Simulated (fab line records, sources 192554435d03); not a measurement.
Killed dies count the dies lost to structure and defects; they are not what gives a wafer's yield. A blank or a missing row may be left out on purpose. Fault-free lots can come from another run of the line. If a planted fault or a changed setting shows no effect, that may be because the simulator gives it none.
Matching of chambers | flow n5_finfet | N5_BEOL_M11_CURE_71 on uv_cure-01 has 3 sister chambers
The step cures SiCOH lowk, time 240 s. 6 wafers are shown with their chamber, then 10 later ones without.

== WAFERS PAIRED WITH THEIR CHAMBERS ==
wafer  | chamber | wafer_temp_C_max | lamp_power_pct (%)
L074.4 | 0       | 386.9            | 52.44
L074.5 | 0       | 387.4            | 52.38
L077.3 | 1       | 386.6            | 52.31
L077.6 | 1       | 386.0            | 52.27
L083.3 | 2       | 387.2            | 52.39
L083.5 | 2       | 386.8            | 52.27

== WAFERS WITH NO CHAMBER GIVEN ==
wafer  | wafer_temp_C_max | lamp_power_pct (%)
L083.6 | 388.1            | 52.27
L093.2 | 386.7            | 52.29
L093.3 | 386.9            | 52.29
L093.6 | 387.8            | 52.36
L094.1 | 386.0            | 52.27
L094.2 | 385.8            | 52.26
L094.4 | 385.9            | 52.36
L094.3 | 385.8            | 52.30
L094.5 | 385.9            | 52.35
L094.6 | 385.8            | 52.38

== WHICH CHAMBER EACH WENT THROUGH ==
wafer  | from the rows above          | in truth
L083.6 | can't be placed: 2 or 0 or 1 | 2
L093.2 | can't be placed: 2 or 1 or 0 | 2
L093.3 | can't be placed: 2 or 1 or 0 | 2
L093.6 | can't be placed: 0 or 2      | 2
L094.1 | 1                            | 1
L094.2 | 1                            | 1
L094.4 | can't be placed: 1 or 2 or 0 | 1
L094.3 | can't be placed: 1 or 2      | 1
L094.5 | can't be placed: 1 or 2      | 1
L094.6 | can't be placed: 1 or 2 or 0 | 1
Placed correctly: 2 of 10. Cannot be placed on the basis of these rows: 8; the candidates contain the true chamber in 8. Number placed wrongly: 0.
How it was worked out, from the rows above alone: a wafer's distance from a chamber is the root of the sum, over the readings, of the square of ((its reading less the chamber's mean) divided by the reading's scatter). The wafer belongs to the nearest chamber; if the next one is less than 2 further off, it can't be placed. For every chamber, the mean is computed from those of its wafers that are shown. The scatter: take each reading less its chamber's mean, square it, sum over the shown wafers, divide by the number of wafers less the number of chambers, and take the root.
